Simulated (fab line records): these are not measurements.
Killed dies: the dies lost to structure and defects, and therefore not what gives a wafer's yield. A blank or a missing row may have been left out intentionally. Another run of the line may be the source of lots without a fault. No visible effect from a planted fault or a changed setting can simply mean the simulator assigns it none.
Which tool did it?	flow nand-harc	Sampling: 24 lots, 72 wafers, 6 of 1159 route steps

## WHAT THE GAUGES READ, wafer by wafer
NHARC_A_M1_INSPECT_27. Usual: raw-defect-count 443, standard deviation 95.
lot	measured	on	raw-defect-count	flag
L074	day 17 08:22	defect-inspect-02	304 576 412	
L075	day 18 04:07	defect-inspect-01	412 455 376	
L076	day 18 05:38	defect-inspect-01	423 504 503	
L077	day 18 06:16	defect-inspect-02	403 283 326	
L078	day 18 12:04	defect-inspect-01	337 329 360	
L079	day 18 16:39	defect-inspect-02	425 375 403	
L080	day 18 21:25	defect-inspect-02	460 541 588	
L081	day 19 05:27	defect-inspect-01	550 488 490	
L083	day 20 06:06	defect-inspect-01	327 687 451	
L082	day 20 06:34	defect-inspect-01	435 489 626	
L087	day 20 12:34	defect-inspect-02	355 395 512	
L084	day 20 22:14	defect-inspect-02	299 497 560	
L086	day 20 22:32	defect-inspect-02	451 604 535	
L085	day 21 13:34	defect-inspect-01	342 490 397	
L088	day 21 14:11	defect-inspect-02	396 381 418	
L090	day 22 03:57	defect-inspect-02	434 393 390	
L089	day 22 04:24	defect-inspect-02	439 433 348	
L093	day 22 09:58	defect-inspect-02	394 314 400	
L092	day 22 12:01	defect-inspect-02	442 373 625	
L094	day 22 20:20	defect-inspect-02	445 456 387	
L091	day 23 07:05	defect-inspect-01	535 428 344	
L096	day 23 08:28	defect-inspect-01	366 465 399	
L097	day 23 10:18	defect-inspect-01	526 556 555	
L095	day 23 13:33	defect-inspect-01	427 440 439	

NHARC_A_BONDPAD_CD_MEAS_13. Usual: cd-nm 499.9 nm, standard deviation 1.8.
lot	measured	on	cd-nm (nm)	flag
L074	day 17 10:43	cd-sem-02	504.1 503.4 504.7	
L075	day 18 06:29	cd-sem-02	503.6 501.9 503.9	
L076	day 18 08:10	cd-sem-03	496.5 498.8 497.4	
L077	day 18 08:47	cd-sem-01	501.5 502.7 501.7	
L078	day 18 14:39	cd-sem-03	498.1 496.9 496.9	
L079	day 18 19:09	cd-sem-02	500.6 497.6 500.1	
L080	day 19 00:11	cd-sem-01	499.3 499.3 498.2	
L081	day 19 07:54	cd-sem-01	502.2 502.3 502.4	
L083	day 20 08:34	cd-sem-01	500.7 500.4 500.1	
L082	day 20 09:12	cd-sem-01	499.6 499.7 501.4	
L087	day 20 14:53	cd-sem-02	500.9 499.4 500.2	
L084	day 21 00:34	cd-sem-03	499.3 499.1 497.4	
L086	day 21 01:01	cd-sem-03	501.0 500.1 499.8	
L085	day 21 16:01	cd-sem-02	497.1 499.3 499.0	
L088	day 21 16:38	cd-sem-03	500.7 498.7 499.1	
L090	day 22 06:25	cd-sem-01	500.1 498.5 499.2	
L089	day 22 06:55	cd-sem-02	499.3 499.0 499.1	
L093	day 22 12:26	cd-sem-01	498.6 500.0 499.4	
L092	day 22 15:02	cd-sem-02	497.7 500.0 497.7	
L094	day 22 22:49	cd-sem-01	500.0 500.5 499.3	
L091	day 23 09:36	cd-sem-02	499.9 501.0 501.1	
L096	day 23 10:48	cd-sem-02	498.4 498.7 499.7	
L097	day 23 12:38	cd-sem-02	501.1 499.8 503.0	
L095	day 23 15:53	cd-sem-02	500.6 500.6 500.5	

NHARC_HYBRID_BOND_INSPECT_06: inspects for defects (ir void). Usual: raw-defect-count 33, standard deviation 14.
lot	measured	on	raw-defect-count	flag
L074	day 18 01:53	defect-inspect-01	38 37 51	
L075	day 18 20:13	defect-inspect-01	29 30 40	
L076	day 18 20:14	defect-inspect-02	20 23 19	
L077	day 18 20:15	defect-inspect-02	29 34 28	
L078	day 19 03:50	defect-inspect-02	37 32 30	
L079	day 19 03:50	defect-inspect-01	30 36 34	
L080	day 19 13:30	defect-inspect-02	39 40 42	
L081	day 19 22:03	defect-inspect-01	11 11 12	
L083	day 20 20:34	defect-inspect-01	37 35 34	
L082	day 20 20:34	defect-inspect-02	16 10 14	
L087	day 21 04:52	defect-inspect-01	17 14 20	
L084	day 21 12:43	defect-inspect-02	16 14 17	
L086	day 21 12:44	defect-inspect-01	29 34 34	
L085	day 22 04:34	defect-inspect-02	37 42 47	
L088	day 22 04:34	defect-inspect-01	37 35 32	
L090	day 22 18:34	defect-inspect-02	42 27 36	
L089	day 22 18:33	defect-inspect-01	23 41 33	
L093	day 23 00:27	defect-inspect-02	21 28 30	
L092	day 23 00:26	defect-inspect-01	66 52 57	
L094	day 23 12:46	defect-inspect-02	32 34 44	
L091	day 23 21:43	defect-inspect-01	56 70 72	
L096	day 23 21:43	defect-inspect-02	71 64 55	
L097	day 23 21:44	defect-inspect-02	24 36 34	
L095	day 24 03:53	defect-inspect-01	18 21 25	

## WHICH TOOL RAN EACH LOT (tool, then ch and the chambers of the sampled wafers, then the start)
lot	NHARC_A_M0_PRE_CLEAN_31	NHARC_A_M1_PVD_21	NHARC_A_BONDPAD_PVD_27
L074	pecvd-03 ch 0,1,2, day 17 03:58	pvd-sputter-01, day 17 08:22 or earlier	pvd-sputter-03, day 18 01:53 or earlier
L075	pecvd-03 ch 1,2, day 18 00:00	pvd-sputter-01, day 18 04:07 or earlier	pvd-sputter-02, day 18 20:13 or earlier
L076	pecvd-04 ch 1,2, day 18 01:24	pvd-sputter-01, day 18 05:38 or earlier	pvd-sputter-03, day 18 20:14 or earlier
L077	pecvd-03 ch 0,1, day 18 02:10	pvd-sputter-03, day 18 06:16 or earlier	pvd-sputter-02, day 18 20:15 or earlier
L078	pecvd-03 ch 0,1,2, day 18 07:59	pvd-sputter-03, day 18 12:04 or earlier	pvd-sputter-03, day 19 03:50 or earlier
L079	pecvd-02 ch 0,2, day 18 12:28	pvd-sputter-02, day 18 16:39 or earlier	pvd-sputter-02, day 19 03:50 or earlier
L080	pecvd-04 ch 0,1, day 18 17:20	pvd-sputter-01, day 18 21:25 or earlier	pvd-sputter-03, day 19 13:30 or earlier
L081	pecvd-02 ch 1,2, day 19 01:29	pvd-sputter-02, day 19 05:27 or earlier	pvd-sputter-03, day 19 22:03 or earlier
L083	pecvd-02 ch 0,1, day 20 02:07	pvd-sputter-01, day 20 06:06 or earlier	pvd-sputter-02, day 20 20:34 or earlier
L082	pecvd-04 ch 0,1,2, day 20 02:11	pvd-sputter-01, day 20 06:34 or earlier	pvd-sputter-02, day 20 20:34 or earlier
L087	pecvd-02 ch 0,2, day 20 08:28	pvd-sputter-02, day 20 12:34 or earlier	pvd-sputter-02, day 21 04:52 or earlier
L084	pecvd-02 ch 0,1, day 20 18:10	pvd-sputter-02, day 20 22:14 or earlier	pvd-sputter-02, day 21 12:43 or earlier
L086	pecvd-02 ch 0,1, day 20 18:29	pvd-sputter-03, day 20 22:32 or earlier	pvd-sputter-01, day 21 12:44 or earlier
L085	pecvd-03 ch 0,2, day 21 09:26	pvd-sputter-01, day 21 13:34 or earlier	pvd-sputter-03, day 22 04:34 or earlier
L088	pecvd-04 ch 0,2, day 21 10:08	pvd-sputter-02, day 21 14:11 or earlier	pvd-sputter-02, day 22 04:34 or earlier
L090	pecvd-04 ch 0,2, day 21 23:50	pvd-sputter-02, day 22 03:57 or earlier	pvd-sputter-02, day 22 18:34 or earlier
L089	pecvd-03 ch 0,1, day 22 00:16	pvd-sputter-01, day 22 04:24 or earlier	pvd-sputter-03, day 22 18:33 or earlier
L093	pecvd-04 ch 0,1,2, day 22 06:01	pvd-sputter-03, day 22 09:58 or earlier	pvd-sputter-02, day 23 00:27 or earlier
L092	pecvd-03 ch 0,1,2, day 22 08:01	pvd-sputter-03, day 22 12:01 or earlier	pvd-sputter-02, day 23 00:26 or earlier
L094	pecvd-04 ch 0,1, day 22 16:14	pvd-sputter-02, day 22 20:20 or earlier	pvd-sputter-01, day 23 12:46 or earlier
L091	pecvd-03 ch 0,1,2, day 23 03:06	pvd-sputter-01, day 23 07:05 or earlier	pvd-sputter-02, day 23 21:43 or earlier
L096	pecvd-03 ch 1,2, day 23 03:52	pvd-sputter-02, day 23 08:28 or earlier	pvd-sputter-01, day 23 21:43 or earlier
L097	pecvd-02 ch 1,2, day 23 06:07	pvd-sputter-01, day 23 10:18 or earlier	pvd-sputter-01, day 23 21:44 or earlier
L095	pecvd-03 ch 1,2, day 23 09:35	pvd-sputter-02, day 23 13:33 or earlier	pvd-sputter-02, day 24 03:53 or earlier
- NHARC_A_M0_PRE_CLEAN_31: time 12 s.
- NHARC_A_M1_PVD_21: deposits Cu, target thk 30 nm, time 20.49 s.
- NHARC_A_BONDPAD_PVD_27: deposits Cu, target thk 30 nm, time 20.49 s.

## AS READ BY THE TOOLS THEMSELVES (means over the sampled wafers that have a number; for cases with no such wafer, the mark the record gives instead)
NHARC_A_M0_PRE_CLEAN_31. Usual: heater-power-w 603 W, standard deviation 66.
lot	tool	heater-power-w (W)	flag
L074	pecvd-03	573	
L075	pecvd-03	649	
L076	pecvd-04	555	
L077	pecvd-03	671	
L078	pecvd-03	589	
L079	pecvd-02	533	
L080	pecvd-04	605	
L081	pecvd-02	610	
L083	pecvd-02	633	
L082	pecvd-04	553	
L087	pecvd-02	587	
L084	pecvd-02	628	
L086	pecvd-02	577	
L085	pecvd-03	581	
L088	pecvd-04	654	
L090	pecvd-04	644	
L089	pecvd-03	703	
L093	pecvd-04	614	
L092	pecvd-03	606	
L094	pecvd-04	582	
L091	pecvd-03	592	
L096	pecvd-03	616	
L097	pecvd-02	674	
L095	pecvd-03	583	

NHARC_A_M1_PVD_21. Usual: throttle-valve-pct 29.8 %, standard deviation 0.98.
lot	tool	throttle-valve-pct (%)	flag
L074	pvd-sputter-01	29.1	
L075	pvd-sputter-01	29.7	
L076	pvd-sputter-01	28.8	
L077	pvd-sputter-03	30.2	
L078	pvd-sputter-03	28.5	
L079	pvd-sputter-02	30.5	
L080	pvd-sputter-01	29.4	
L081	pvd-sputter-02	30.3	
L083	pvd-sputter-01	29.2	
L082	pvd-sputter-01	29.3	
L087	pvd-sputter-02	30.4	
L084	pvd-sputter-02	30.1	
L086	pvd-sputter-03	30.6	
L085	pvd-sputter-01	29.6	
L088	pvd-sputter-02	30.3	
L090	pvd-sputter-02	30.3	
L089	pvd-sputter-01	29.7	
L093	pvd-sputter-03	30.5	
L092	pvd-sputter-03	29.3	
L094	pvd-sputter-02	30.3	
L091	pvd-sputter-01	28.3	
L096	pvd-sputter-02	30.4	
L097	pvd-sputter-01	29.4	
L095	pvd-sputter-02	30.5	

NHARC_A_BONDPAD_PVD_27. Usual: throttle-valve-pct 29.9 %, standard deviation 1.
lot	tool	throttle-valve-pct (%)	flag
L074	pvd-sputter-03	30.5	
L075	pvd-sputter-02	30.4	
L076	pvd-sputter-03	29.8	
L077	pvd-sputter-02	30.4	
L078	pvd-sputter-03	29.2	
L079	pvd-sputter-02	30.5	
L080	pvd-sputter-03	30.0	
L081	pvd-sputter-03	30.0	
L083	pvd-sputter-02	30.2	
L082	pvd-sputter-02	30.4	
L087	pvd-sputter-02	30.3	
L084	pvd-sputter-02	30.3	
L086	pvd-sputter-01	29.5	
L085	pvd-sputter-03	29.8	
L088	pvd-sputter-02	30.4	
L090	pvd-sputter-02	30.3	
L089	pvd-sputter-03	28.9	
L093	pvd-sputter-02	30.3	
L092	pvd-sputter-02	30.1	
L094	pvd-sputter-01	29.0	
L091	pvd-sputter-02	30.5	
L096	pvd-sputter-01	29.3	
L097	pvd-sputter-01	29.5	
L095	pvd-sputter-02	30.6	

## THE ANSWER, worked out from the rows above alone
Rule: a lot counts as off when the mean over its wafers that have a number is more than 3 standard deviations away from the usual mean. Also off: a lot with no number at a reading for which 4 or more lots have one. All remaining lots with rows at the step are treated as sound. After the gauges, taken in route order, come the tools' own readings; for these a lot's mean is taken, as printed above. At the first step where some lot is off, the reading lying furthest off is the one used; lots without a number count as furthest.
No lot is off at any reading shown: from this, nothing can be told.

## WHAT HAD BEEN PUT IN BY THE SIMULATOR
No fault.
